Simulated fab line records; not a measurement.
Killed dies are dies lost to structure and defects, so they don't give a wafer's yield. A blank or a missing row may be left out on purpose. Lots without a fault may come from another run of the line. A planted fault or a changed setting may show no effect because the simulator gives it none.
Matching of chambers ; flow n5Finfet ; N5_DUMMY_GATE_ETCH_44 on rieSi-02: 4 sister chambers
The step etches poly-Si in HBr/O2, stops on SiO2, target depth 127.5 nm. 8 wafers are shown with their chamber, then 11 later ones without.

WAFERS PAIRED WITH THEIR CHAMBERS
wafer;chamber;drypumpMotorCurrentA (A);throttleValvePct (%)
L079.6;0;5.6;18.61
L081.1;2;5.7;18.70
L081.3;1;6.7;18.68
L081.6;3;6.2;18.46
L086.1;1;6.7;18.68
L086.3;2;5.7;18.68
L086.4;0;5.6;18.62
L090.2;3;6.3;18.46

WAFERS WITH NO CHAMBER GIVEN
wafer;drypumpMotorCurrentA (A);throttleValvePct (%)
L090.5;5.6;18.60
L090.6;6.2;18.43
L092.1;6.7;18.68
L092.2;6.2;18.47
L092.5;5.7;18.67
L094.3;6.7;18.70
L094.4;6.2;18.47
L094.5;6.6;18.68
L096.2;6.6;18.67
L096.3;5.7;18.70
L096.4;5.6;18.61

THE CHAMBER EACH PASSED THROUGH
wafer;from the rows above;in truth
L090.5;0;0
L090.6;3;3
L092.1;1;1
L092.2;3;3
L092.5;2;2
L094.3;1;1
L094.4;3;3
L094.5;1;1
L096.2;1;1
L096.3;2;2
L096.4;0;0
Placed correctly: 11 of 11. Can't be placed from these rows: 0. 0 placed wrongly.
How it was worked out, from the rows above alone: a wafer's distance from a chamber is the root of the sum, over the readings, of the square of ((its reading less the chamber's mean) divided by the reading's scatter). If the next closest chamber is less than 2 further off than the closest, the wafer can't be placed; otherwise it belongs to the closest. A chamber's mean is the mean of its shown wafers. How the scatter is found: for the shown wafers, subtract from each reading the mean of its chamber, square and add these, divide the total by (wafers less chambers), then take the root.
